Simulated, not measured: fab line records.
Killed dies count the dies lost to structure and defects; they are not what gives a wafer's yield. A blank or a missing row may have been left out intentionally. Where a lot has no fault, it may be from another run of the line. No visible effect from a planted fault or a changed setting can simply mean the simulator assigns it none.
Problem report in the 8D (eight disciplines) form, filled by code	flow n5Finfet	the parts of the form that need people (team, actions taken, sign-off) are left out

## 1. WHAT WENT WRONG
Wafers without a fault read 1.007 a.u., standard deviation 0.014; oesProductAu at N5_SD_EPI_N_SD_RECESS_17 reads a mean of 1.144 a.u. on 3 wafers belonging to 2 lots. That is +9.8 standard deviations from the usual mean.
The step: chemistry HBr/Cl2/O2, target depth 41 nm, time 23.7 s, bt time 3 s.
First seen on wafer L189.2, day 4 13:51, on rieSi-02. The record has a number at this step for 25 wafers belonging to 9 lots. The rule behind "out" and "out of limits": a value lying over 4 standard deviations away from the usual mean. All remaining wafers that have a number are taken as sound.

## 2. WHAT IT IS AND WHAT IT IS NOT
question	is	is not
which readings at this step	oesProductAu	drypumpMotorCurrentA, mfcCl2Sccm, throttleValvePct
which lots	L189, L192	L185, L186, L187, L197, L199, L201, L203
which wafers of those lots	L189.2, L189.5, L192.2	L192.6
read on which tools	rieSi-02	rieSi-03, rieSi-05
when	from day 4 13:51	up to then (9 sound wafers); but 13 sound wafers of L192, L197, L199, L201, L203 came after

## 3. WHAT RULES OUT EACH SUSPECT
Counting: any tool at a process step up to the reading remains a suspect provided it ran every lot that is out. Sound lots after the first of them don't rule it out here, since some wafers of a struck lot are sound.
- rieSi-01 at N5_DUMMY_GATE_ETCH_32 (etches SiO2 in CF4, target depth 3.5 nm, time 3.9 s): kept. It ran every lot that is out, first L189 (day 4 11:22); its last sound lot up to then is L186 (day 3 17:29).
- rieSi-01 at N5_DUMMY_GATE_ETCH_44 (etches poly-Si in HBr/O2, stops on SiO2, target depth 127.5 nm): kept. It ran every lot that is out, first L189 (day 4 11:28); its last sound lot up to then is L186 (day 3 17:34).
- rieSi-02 at N5_SD_EPI_N_SD_RECESS_17 (chemistry HBr/Cl2/O2, target depth 41 nm, time 23.7 s, bt time 3 s): kept. It ran every lot that is out, first L189 (day 4 13:51); its last sound lot up to then is L187 (day 4 02:20). On those wafers its own readings are out: oesProductAu.
The count leaves rieSi-01 at N5_DUMMY_GATE_ETCH_32, rieSi-01 at N5_DUMMY_GATE_ETCH_44, and rieSi-02 at N5_SD_EPI_N_SD_RECESS_17.

## 4. THE CAUSE (what the simulator had put in)
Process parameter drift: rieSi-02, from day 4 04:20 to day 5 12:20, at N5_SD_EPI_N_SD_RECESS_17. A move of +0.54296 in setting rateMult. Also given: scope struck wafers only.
Of the 3 suspects that counting leaves, this tool is one.

## 5. SEQUENCE OF EFFECTS, ordered by route
Each row: a reading whose mean over the struck wafers that have a number lies more than 3 standard deviations from the usual. Readings are gone through only where the record gives a usual standard deviation; hours: the median, over the lots, of the time from a lot's start at the first step in this table giving one to that lot's start at this step; sigmas: the change measured in usual standard deviations.
hours	step	reading	usual	on struck wafers	change	sigmas
0	N5_SD_EPI_N_SD_RECESS_17	oesProductAu	1.007 a.u.	1.144	+0.137	+9.8
225	N5_PASSIVATION_PROBE_49	sort_bin_4_leakage	0.00 %	90.00	+90.00	+99 or more
225	N5_PASSIVATION_PROBE_49	sortNPass	1074	0	-1074	-72
225	N5_PASSIVATION_PROBE_49	sortYieldPct	91.0 %	0.0	-91.0	-70
Its process steps:
- N5_SD_EPI_N_SD_RECESS_17: chemistry HBr/Cl2/O2, target depth 41 nm, time 23.7 s, bt time 3 s.
- N5_PASSIVATION_PROBE_49
Readings that are blank on the struck wafers while sound wafers have them: CJ_N at N5_BEOL_M4_RC_MEAS_101; DIBL_N at N5_BEOL_M4_RC_MEAS_101; EOT_N at N5_BEOL_M4_RC_MEAS_101; IGATE_N at N5_BEOL_M4_RC_MEAS_101; IOFF_N at N5_BEOL_M4_RC_MEAS_101; IOFF_N_85C at N5_BEOL_M4_RC_MEAS_101; IOFF_N_LIN at N5_BEOL_M4_RC_MEAS_101; IOFF_N_LONG at N5_BEOL_M4_RC_MEAS_101; and 9 more.

## 6. HOW IT WOULD HAVE BEEN CAUGHT EARLIER
In this record no reading fell out of limits until day 4 13:51, 10 hours after the fault had begun at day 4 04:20.
